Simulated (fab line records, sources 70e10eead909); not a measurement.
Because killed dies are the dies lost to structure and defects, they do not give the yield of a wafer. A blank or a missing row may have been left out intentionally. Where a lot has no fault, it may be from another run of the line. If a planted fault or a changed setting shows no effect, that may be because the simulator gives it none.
Chamber matching    flow nand-harc    4 sister chambers for NHARC_A_STAIRCASE_CMP_450 on cmp-04
The step polishes SiO2, target thk 200 nm. 4 wafers are shown with their chamber, then 9 later ones without.

## WAFERS WITH THEIR CHAMBER
wafer   chamber  motor-current-A (A)
L087.1  1        12.2
L087.5  0        13.3
L092.2  3        12.3
L092.5  2        10.9

## WAFERS WITH NO CHAMBER GIVEN
wafer   motor-current-A (A)
L090.1  13.1
L090.2  12.2
L090.6  11.4
L095.1  10.6
L095.2  12.6
L095.4  12.3
L097.1  12.6
L097.5  12.5
L097.6  11.8

## WHICH CHAMBER EACH ONE RAN IN
wafer   from the rows above           in truth
L090.1  0                             0
L090.2  can't be placed: 1 or 3       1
L090.6  can't be placed: 2 or 1 or 3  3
L095.1  2                             2
L095.2  can't be placed: 3 or 1 or 0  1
L095.4  can't be placed: 3 or 1       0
L097.1  can't be placed: 3 or 1 or 0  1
L097.5  can't be placed: 3 or 1       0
L097.6  can't be placed: 1 or 3 or 2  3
Placed correctly: 2 of 9. These rows do not allow placing 7 (true chamber among the candidates in 5). Placed wrongly: 0.
How it was worked out, from the rows above alone: a wafer's distance from a chamber is the root of the sum, over the readings, of the square of ((its reading less the chamber's mean) divided by the reading's scatter). The wafer belongs to the nearest chamber; if the next one is less than 2 further off, it can't be placed. A chamber's mean is the mean of its shown wafers. The scatter (one wafer shown for each chamber): square how far every hidden wafer sits from the nearest shown wafer, average those squares and take the square root.
